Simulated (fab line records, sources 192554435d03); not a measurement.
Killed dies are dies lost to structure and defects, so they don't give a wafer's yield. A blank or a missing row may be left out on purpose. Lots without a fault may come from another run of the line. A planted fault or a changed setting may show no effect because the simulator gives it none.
Split-lot experiment | flow n5_finfet | 7 lots, 21 wafers read, on a route of 1938 steps

THE SPLIT
At N5_BEOL_M7_COAT_60 (time 60 s, resist thk 35 nm), the setting spin_rpm was moved away from the recipe's 1500 rpm on 7 of the 21 wafers read, by -10.3% to +8.1%. The other wafers ran this setting at the recipe's value.

The reading is taken at the split's own step.

THE READING
SiARC_of_BEOL_M7_COAT_60.thk_nm (the simulator's own value, which no gauge read), in nm, at N5_BEOL_M7_COAT_60 (time 60 s, resist thk 35 nm). The file gives no usual value for it. The 14 wafers here that ran the recipe average 35.1 nm, standard deviation 0.096 nm.

wafer  | tool, chamber at the split | spin_rpm as run, rpm | against the recipe | SiARC_of_BEOL_M7_COAT_60.thk_nm, nm | against lot-mates on the recipe
L077.3 | litho_track-01, 0          | 1500                 | recipe             | 35                                  | -
L077.4 | litho_track-01, 0          | 1500                 | recipe             | 35.2                                | -
L077.5 | litho_track-01, 0          | 1500                 | recipe             | 35.2                                | -
L079.3 | litho_track-04, 0          | 1500                 | recipe             | 35                                  | -
L079.5 | litho_track-04, 0          | 1500                 | recipe             | 35                                  | -
L079.6 | litho_track-04, 0          | 1346                 | -10.3%             | 37                                  | +2.0
L082.4 | litho_track-04, 0          | 1500                 | recipe             | 35                                  | -
L082.5 | litho_track-04, 0          | 1500                 | recipe             | 35                                  | -
L082.6 | litho_track-04, 0          | 1500                 | recipe             | 35                                  | -
L091.3 | litho_track-04, 0          | 1500                 | recipe             | 35                                  | -
L091.4 | litho_track-04, 0          | 1581                 | +5.4%              | 34.2                                | -0.8
L091.5 | litho_track-04, 0          | 1581                 | +5.4%              | 34.2                                | -0.8
L093.1 | litho_track-01, 0          | 1500                 | recipe             | 35.2                                | -
L093.2 | litho_track-01, 0          | 1500                 | recipe             | 35.2                                | -
L093.4 | litho_track-01, 0          | 1500                 | recipe             | 35.2                                | -
L095.2 | litho_track-01, 0          | 1500                 | recipe             | 35                                  | -
L095.5 | litho_track-01, 0          | 1616                 | +7.7%              | 33.8                                | -1.2
L095.6 | litho_track-01, 0          | 1616                 | +7.7%              | 33.6                                | -1.4
L094.2 | litho_track-04, 0          | 1621                 | +8.1%              | 33.6                                | -1.4
L094.6 | litho_track-04, 0          | 1621                 | +8.1%              | 33.6                                | -1.4
L094.4 | litho_track-04, 0          | 1500                 | recipe             | 35                                  | -

THE FIT
A straight line over all 21 wafers: SiARC_of_BEOL_M7_COAT_60.thk_nm changes by -0.18 nm for each +1% of spin_rpm; r = -0.99; the points scatter about the line by 0.095 nm.
The same after taking each lot's own level away (the mean of its wafers on the recipe; 21 wafers): -0.176 nm for each +1%; r = -0.99; scatter 0.078 nm.
On that fit, the largest move of spin_rpm shifts the reading by 1.8 nm.
The lots' own levels span 35.00 to 35.20 nm, that is 2.1 times the standard deviation above.
So the lot-to-lot level changes the slope little: the two slopes agree.
Check: with one of the wafers moved furthest among these (-10.3%) left out of the fit, the line predicts +1.72 nm for it against its lot-mates. It came out at +2 nm against them.

OTHER SPLITS ON THESE WAFERS
These wafers also went through other splits before the reading. Each is held against what the fit with the lots' levels taken away leaves over:
other split on the same wafers    | wafers away from the commonest value | r with SiARC_of_BEOL_M7_COAT_60.thk_nm (lot level and that fit taken away)
N5_BEOL_M2_EXPOSE_25 dose_mj      | 4                                    | +0.10
N5_BEOL_M3_COAT_05 spin_rpm       | 9                                    | -0.18
N5_BEOL_M3_TRENCH_ETCH_37 time_s  | 8                                    | +0.41
N5_BEOL_M3_ETCH_41 target_depth_a | 10                                   | -0.06
N5_BEOL_M4_TRENCH_ETCH_37 bias_w  | 8                                    | +0.14
N5_BEOL_M5_ILD_DEP_00 time_s      | 7                                    | +0.29
N5_BEOL_M5_COAT_05 spin_rpm       | 4                                    | +0.07

THE FILE'S OWN FIT
SiARC_of_BEOL_M7_COAT_60.thk_nm changes by -0.178 nm for each +1% of spin_rpm, r = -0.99.
